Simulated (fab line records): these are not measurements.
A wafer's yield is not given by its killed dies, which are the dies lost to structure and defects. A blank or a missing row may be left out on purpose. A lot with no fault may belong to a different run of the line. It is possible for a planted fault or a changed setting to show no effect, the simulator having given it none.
Chamber matching / flow nandHarc / 4 sister chambers for NHARC_THIN_TSV_ETCHBACK_48 on rieDiel-02
The step etches the open film in C4F8/Ar, target depth 1028.5 nm, time 405.17 s. 4 wafers are shown with their chamber, then 7 later ones without.

== WAFERS, EACH WITH ITS CHAMBER ==
wafer=L582.2; chamber=1; rfVppV (V)=547.3
wafer=L591.3; chamber=3; rfVppV (V)=549.4
wafer=L594.1; chamber=2; rfVppV (V)=547.3
wafer=L594.5; chamber=0; rfVppV (V)=550.7

== WAFERS WITH NO CHAMBER GIVEN ==
wafer=L594.6; rfVppV (V)=548.9
wafer=L597.1; rfVppV (V)=546.9
wafer=L597.2; rfVppV (V)=550.0
wafer=L597.5; rfVppV (V)=547.6
wafer=L596.3; rfVppV (V)=549.1
wafer=L596.4; rfVppV (V)=547.2
wafer=L596.5; rfVppV (V)=547.9

== CHAMBER TAKEN BY EACH ==
wafer=L594.6; from the rows above=3; in truth=3
wafer=L597.1; from the rows above=can't be placed: 1 or 2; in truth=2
wafer=L597.2; from the rows above=can't be placed: 3 or 0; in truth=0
wafer=L597.5; from the rows above=can't be placed: 1 or 2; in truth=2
wafer=L596.3; from the rows above=3; in truth=3
wafer=L596.4; from the rows above=can't be placed: 1 or 2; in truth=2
wafer=L596.5; from the rows above=can't be placed: 1 or 2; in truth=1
Correctly placed: 2 of 7. Not placeable from these rows: 5 (in 5, the candidates include the true chamber). 0 placed wrongly.
How it was worked out, from the rows above alone: a wafer's distance from a chamber is the root of the sum, over the readings, of the square of ((its reading less the chamber's mean) divided by the reading's scatter). If the next closest chamber is less than 2 further off than the closest, the wafer can't be placed; otherwise it belongs to the closest. The mean given for a chamber averages the wafers shown for that chamber. The scatter (one wafer shown for each chamber): square how far every hidden wafer sits from the nearest shown wafer, average those squares and take the square root.
